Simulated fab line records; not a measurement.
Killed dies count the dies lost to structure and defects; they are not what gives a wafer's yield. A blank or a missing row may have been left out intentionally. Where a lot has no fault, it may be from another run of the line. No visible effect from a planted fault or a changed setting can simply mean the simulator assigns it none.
fab line records    flow n5_finfet
record: lots: 6  wafers: 18  last_day: 16
route steps=1938 shown WELL_APT@21 BEOL_M4@1111 PASSIVATION@1936
lots with no fault: from the same line, run without faults
start_h: hours from the record's opening day to when the first of the lot's shown wafers began    wait_h: how many hours have passed since the lot's step before this one    " identical to the entry in the row above    L1.1+2: one row covering several wafers at once    - value missing, or start not given    * or withheld: withheld    < > ~ a bound
route shown NAME@n: a module of which the file shows steps, and the number in the route of the first    usual: mean/standard deviation of fault-free wafers    same: alike in all rows    chamber/n: place in a boat    sites: per-site readings    _std_site: the standard deviation of these    _edge_site: mean of outer sites minus mean of inner sites    radius_mm: how far each site lies from the wafer's centre    mask NAME#n: copy n    behind: the last tool/chamber to shape the wafer    hold: what put the lot on hold/how long, in hours/how the hold closed    device: names the non-switching transistor (n, p or np)    end of line: tests of these same wafers at the route's end    a step with no rows: only its recipe    killed: count of dies lost to structure and defects at first sort (not the wafer's yield)    map: a wafer's dies, marking killed ones x, the rest . and places with no die _
set.NAME: the run value of the setting; set.NAME@STEP: its run value at that earlier step    model.NAME: the simulator's own value behind a step, which no gauge read
a table for each step, a row for each wafer; lots at some steps of the route
services: a tool's chamber out of use, with start hour (start_h, from the record's first day; less than 0 if before it), hours out, and reason
== steps ==
step: N5_WELL_APT_COAT_02
recipe: spin_rpm: 1357  resist_thk_nm: 950
step: N5_WELL_APT_EBR_04
recipe: solvent: PGMEA  ebr_width_mm: 1.5
step: N5_WELL_APT_SOFTBAKE_03
recipe: temp_c: 130  time_s: 60
step: N5_WELL_APT_EXPOSE_05
recipe: mask_id: NWELL  na: 0.8  source_shape: conventional  sigma_outer: 0.8  polarization: unpolarized  defocus_nm: 0  target_cd_nm: 200  dose_mj: 20.3
step: N5_WELL_APT_PEB_06
recipe: peb_temp_c: 130  peb_time_s: 90
step: N5_WELL_APT_DEVELOP_07
recipe: develop_time_s: 45  rinse_liquid: surfactant_rinse  dry: air_spin  dev_temp_c: 21
step: N5_WELL_APT_HARDBAKE_12
recipe: temp_c: 130  time_s: 120
step: N5_WELL_APT_CD_MEAS_08
recipe: target_cd_nm: 200  landing_energy_ev: 500  detector: se_inlens
usual: cd_nm: 200.2/1.3
lot.wafer  tool       chamber  start_h  wait_h  cd_nm
L112.1     cd_sem-02  0        13.81    -       200.0
L112.4     "          0        "        "       200.1
L112.5     "          0        "        "       201.6
L118.2     cd_sem-01  0        49.66    -       200.8
L118.4     "          0        "        "       202.1
L118.6     "          0        "        "       201.3
L119.1     cd_sem-01  0        55.82    -       200.8
L119.4     "          0        "        "       199.8
L119.5     "          0        "        "       200.2
L127.2     cd_sem-02  0        103.79   -       199.9
L127.3     "          0        "        "       201.3
L127.4     "          0        "        "       200.1
L130.1     cd_sem-02  0        121.62   -       200.0
L130.2     "          0        "        "       200.3
L130.3     "          0        "        "       200.2
L131.1     cd_sem-03  0        127.75   -       201.4
L131.5     "          0        "        "       201.6
L131.6     "          0        "        "       202.3
step: N5_WELL_APT_OVL_MEAS_09
recipe: points_per_wafer: 44
usual: NWELL_OVL: -1/5.4
lot.wafer  tool        chamber  start_h  wait_h  NWELL_OVL[nm]
L112.1     overlay-01  0        13.84    0.0     3
L112.4     "           0        "        "       -5
L112.5     "           0        "        "       -3
L118.2     overlay-02  0        49.69    0.0     5
L118.4     "           0        "        "       8
L118.6     "           0        "        "       6
L119.1     overlay-01  0        55.85    0.0     0
L119.4     "           0        "        "       -7
L119.5     "           0        "        "       -4
L127.2     overlay-01  0        103.82   0.0     6
L127.3     "           0        "        "       4
L127.4     "           0        "        "       6
L130.1     overlay-01  0        121.65   0.0     -4
L130.2     "           0        "        "       -7
L130.3     "           0        "        "       3
L131.1     overlay-02  0        127.78   0.0     4
L131.5     "           0        "        "       -1
L131.6     "           0        "        "       2
step: N5_WELL_APT_INSPECT_10
recipe: mode: adi  inspect_instrument: macro
usual: raw_defect_count: 2.1/1.4
lot.wafer  tool               chamber  start_h  wait_h  raw_defect_count
L112.1     defect_inspect-01  -        13.87    0.0     0
L112.4     "                  -        "        "       1
L112.5     "                  -        "        "       5
L118.2     defect_inspect-02  -        49.72    0.0     3
L118.4     "                  -        "        "       2
L118.6     "                  -        "        "       1
L119.1     defect_inspect-01  -        55.88    0.0     7
L119.4     "                  -        "        "       6
L119.5     "                  -        "        "       4
L127.2     defect_inspect-02  -        103.84   0.0     3
L127.3     "                  -        "        "       1
L127.4     "                  -        "        "       0
L130.1     defect_inspect-02  -        121.67   0.0     2
L130.2     "                  -        "        "       2
L130.3     "                  -        "        "       4
L131.1     defect_inspect-01  -        127.80   0.0     1
L131.5     "                  -        "        "       2
L131.6     "                  -        "        "       4
step: N5_WELL_APT_DESCUM_13
recipe: chemistry: O2  time_s: 7.9  source_power_w: 50  bias_power_w: 20  pressure_mtorr: 20  rf_frequency_hz: 2.712e+07  temp_c: 40  o2_flow_sccm: 225
usual: drypump_motor_current_A: 5.8/0.44  oes_product_au: 0.77/0.082  rf_vpp_V: 243.4/1.2  showerhead_plenum_p_Torr: 2.10/0.065  throttle_valve_pct: 20.31/0.26
same: time_s: 7.9
lot.wafer  tool         chamber  start_h  wait_h  drypump_motor_current_A  oes_product_au  rf_hours_counter_h  rf_vpp_V  showerhead_plenum_p_Torr  throttle_valve_pct
L112.1     rie_diel-01  1        13.90    0.0     5.9                      0.68            238                 243.6     2.05                      20.48
L112.4     "            2        "        "       5.6                      0.81            108                 243.2     2.10                      19.96
L112.5     "            0        "        "       6.2                      0.72            -                   243.0     2.16                      20.09
L118.2     rie_diel-02  3        49.81    0.1     5.9                      0.86            46                  244.2     2.12                      20.32
L118.4     "            1        "        "       4.8                      0.73            182                 241.5     2.00                      20.27
L118.6     "            0        "        "       5.5                      0.86            -                   243.1     2.11                      19.86
L119.1     rie_diel-02  0        55.91    0.0     5.5                      0.86            61                  245.0     2.11                      19.89
L119.4     "            3        "        "       5.9                      0.86            48                  242.0     2.12                      20.32
L119.5     "            3        "        "       5.9                      0.86            -                   243.3     2.12                      20.32
L127.2     rie_diel-03  3        104.11   0.3     6.3                      0.71            216                 243.2     2.08                      20.73
L127.3     "            0        "        "       6.3                      0.68            232                 243.1     2.06                      20.24
L127.4     "            1        "        "       5.8                      0.73            175                 243.8     2.18                      20.34
L130.1     rie_diel-03  0        121.86   0.2     6.3                      0.69            237                 243.2     2.06                      20.26
L130.2     "            1        "        "       5.8                      0.73            180                 245.6     2.18                      20.37
L130.3     "            3        "        "       6.3                      0.71            221                 243.5     2.08                      20.73
L131.1     rie_diel-02  0        127.84   0.0     5.5                      0.81            90                  244.1     2.10                      19.92
L131.5     "            0        "        "       5.5                      0.81            -                   245.3     2.10                      19.93
L131.6     "            1        "        "       4.8                      0.71            -                   241.5     1.99                      20.33
step: N5_WELL_APT_IMPLANT_14
recipe: species: P  energy_kev: 160  dose_cm2: 1.5e+13  tilt_deg: 0  rotation_deg: 0
step: N5_WELL_APT_IMPLANT_15
recipe: species: As  energy_kev: 25  dose_cm2: 1.5e+13  tilt_deg: 0  rotation_deg: 0
lot.wafer   tool          chamber  start_h  wait_h
L112.1+4+5  implanter-02  0        14.18    0.1
L118.2+4+6  implanter-02  0        50.12    0.1
L118.2+4+6  implanter-02  0        50.46    0.3
L119.1+4+5  implanter-01  0        56.19    0.1
L119.1+4+5  implanter-01  0        56.54    0.3
L127.2+3+4  implanter-02  0        104.41   0.1
L130.1+2+3  implanter-01  0        122.13   0.1
L131.1+5+6  implanter-02  0        128.12   0.1
step: N5_WELL_APT_STRIP_16
recipe: chemistry: SPM  time_s: 900  temp_c: 130  h2so4_h2o2_vol_ratio: 4  dry: ipa_marangoni
step: N5_BEOL_M4_RC_MEAS_101
usual: DIBL_N: 36.4/1.2  DIBL_P: 36.1/1.6  IOFF_N: 0.156/0.024  IOFF_P: 0.21/0.031  ION_N: 674/11  ION_P: 463/6.9  SS_N: 71.5/0.5  SS_P: 73.2/0.55  VT_N: 250.0/2.9  VT_P: -250/3.6
lot.wafer  tool       chamber  start_h  wait_h  DIBL_N[mV/V]  DIBL_P[mV/V]  IOFF_N[nA/um]  IOFF_P[nA/um]  ION_N[uA/um]  ION_P[uA/um]  SS_N[mV/dec]  SS_P[mV/dec]  VT_N[mV]  VT_P[mV]
L112.1     prober-02  0        166.45   0.0     36.9          38.1          0.169          0.21           688           473           71.6          73.5          247.5     -249
L112.4     "          0        "        "       34.8          35.0          0.131          0.17           672           470           70.6          72.4          254.2     -254
L112.5     "          0        "        "       35.9          36.5          0.152          0.19           681           467           71.8          72.9          246.5     -251
L118.2     prober-01  0        192.11   0.2     36.2          34.2          0.161          0.24           667           469           72.6          73.2          249.5     -246
L118.4     "          0        "        "       35.2          32.8          0.143          0.22           665           462           70.9          73.4          252.3     -247
L118.6     "          0        "        "       36.8          34.6          0.175          0.25           685           468           70.6          74.1          245.7     -244
L119.1     prober-02  0        228.77   0.3     37.4          37.1          0.192          0.26           690           479           71.0          74.1          247.0     -245
L119.4     "          0        "        "       36.3          36.0          0.176          0.22           694           471           71.2          74.1          248.0     -247
L119.5     "          0        "        "       36.3          36.6          0.174          0.26           692           476           70.5          74.5          248.6     -245
L127.2     prober-02  0        252.79   0.2     35.6          34.5          0.134          0.17           661           452           71.4          73.2          255.2     -256
L127.3     "          0        "        "       36.0          35.8          0.162          0.19           686           462           71.6          73.8          251.0     -252
L127.4     "          0        "        "       37.4          37.1          0.163          0.20           673           455           71.3          73.6          251.6     -255
L131.1     prober-01  0        276.79   0.0     37.9          36.7          0.178          0.24           684           469           72.1          74.2          249.4     -247
L131.5     "          0        "        "       35.7          33.8          0.141          0.20           665           464           71.8          72.6          247.6     -250
L131.6     "          0        "        "       36.7          35.3          0.153          0.23           662           464           71.7          73.0          249.8     -246
L130.1     prober-01  0        282.70   0.0     36.6          38.1          0.148          0.19           665           455           71.4          72.9          254.3     -253
L130.2     "          0        "        "       35.0          36.0          0.119          0.17           666           458           71.1          72.8          255.6     -253
L130.3     "          0        "        "       35.0          36.6          0.127          0.18           663           458           71.2          73.0          254.6     -254
step: N5_PASSIVATION_PROBE_49
usual: defect_limited_yield: 91.4/1.5  killed_at_M0_to_M3: 31/11  killed_at_M4_up: 13/5.5  killed_at_contacts: 13/6.3  killed_at_front_end: 40/13  killed_at_other: 3.3/2.6  killed_dies: 101/18  killed_open: 67/13  killed_short: 33/7.9  sort_bin_5_function: 5.1/1  sort_bin_6_memory: 3.2/0.68  sort_n_pass: 1079/18  sort_yield_pct: 91.4/1.5
same: gross_dies: 1180  killed_at_back_side: 0  sort_bin_4_leakage[%]: 0  sort_bin_8_speed[%]: 0
lot.wafer  tool       chamber  start_h  wait_h  defect_limited_yield[%]  killed_at_M0_to_M3  killed_at_M4_up  killed_at_contacts  killed_at_front_end  killed_at_other  killed_dies  killed_open  killed_short  sort_bin_5_function[%]  sort_bin_6_memory[%]  sort_n_pass  sort_yield_pct[%]
L119.1     prober-01  -        320.13   0.0     91.7                     33                  21               16                  25                   3                98           68           30            5.7                     2.4                   1082         91.7
L119.4     prober-01  -        320.28   0.2     89.9                     46                  14               16                  36                   7                119          79           39            5.4                     4.5                   1061         89.9
L119.5     prober-01  -        320.33   0.2     89.0                     47                  31               8                   43                   1                130          85           45            6.9                     3.8                   1050         89.0
killed by level:class
L119.1 BEOL_M0_SAQP:geometric_particle:open=14 MOL_CONTACT_COAG:geometric_particle:open=11 BEOL_M0_SAQP:geometric_particle:short=7 FIN_SAQP:geometric_particle:open=6 BEOL_M2:geometric_particle:open=6 BEOL_M4:geometric_particle:open=6 STI_FIN_REVEAL:geometric_particle:open=5 MOL_CONTACT_COAG:geometric_particle:short=5
L119.4 MOL_CONTACT_COAG:geometric_particle:open=13 BEOL_M0_SAQP:geometric_particle:open=10 BEOL_M0_SAQP:geometric_particle:short=10 STI_FIN_REVEAL:geometric_particle:open=9 BEOL_M3:geometric_particle:open=9 FIN_SAQP:geometric_particle:open=8 BEOL_M4:geometric_particle:open=5 BEOL_M5:geometric_particle:open=5
L119.5 BEOL_M4:geometric_particle:open=22 BEOL_M3:geometric_particle:open=16 STI_FIN_REVEAL:geometric_particle:open=11 BEOL_M0_SAQP:geometric_particle:open=11 BEOL_M0_SAQP:geometric_particle:short=11 FIN_SAQP:geometric_particle:short=10 MOL_CONTACT_COAG:geometric_particle:open=7 STI_FIN_REVEAL:geometric_particle:short=6
== services ==
tool          chamber  start_h  hours  kind
rie_diel-01   -        -4.98    1.8    repair
implanter-02  -        1.79     1.0    repair
implanter-01  -        6.34     3.6    pm
implanter-01  -        20.60    2.1    repair
rie_diel-03   2        21.36    5.5    repair
rie_diel-01   2        21.38    5.8    repair
rie_diel-03   0        37.52    13.5   repair
rie_diel-01   3        40.38    -      clean
rie_diel-01   3        40.38    -      consumable_replace:focus_ring
rie_diel-01   3        40.38    -      consumable_replace:showerhead
rie_diel-01   3        40.38    26.6   scheduled_down
rie_diel-01   3        40.38    26.6   vent_cycle
implanter-02  -        41.10    6.2    repair
rie_diel-01   2        64.49    1.4    repair
rie_diel-01   1        67.05    -      clean
rie_diel-01   1        67.05    -      consumable_replace:focus_ring
rie_diel-03   -        72.00    15.6   pm
implanter-01  -        81.30    2.5    repair
rie_diel-02   2        108.20   -      clean
rie_diel-02   2        108.20   -      consumable_replace:focus_ring
rie_diel-02   2        108.20   21.8   scheduled_down
rie_diel-02   2        108.20   21.8   vent_cycle
implanter-01  -        119.68   1.5    repair
rie_diel-01   1        121.69   7.3    repair
== key ==
first_sign: step: N5_WELL_APT_IMPLANT_15  reading: visit  direction: added
effect none on later readings
met_at N5_WELL_APT_IMPLANT_15
struck_wafers L118.2,L118.4,L118.6,L119.1,L119.4,L119.5
fault: kind: repeated_step_whole  tool: implanter-01,implanter-02  chamber: -  onset_h: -  steps: N5_WELL_APT_IMPLANT_15  times: 1  scope: struck_lots_only
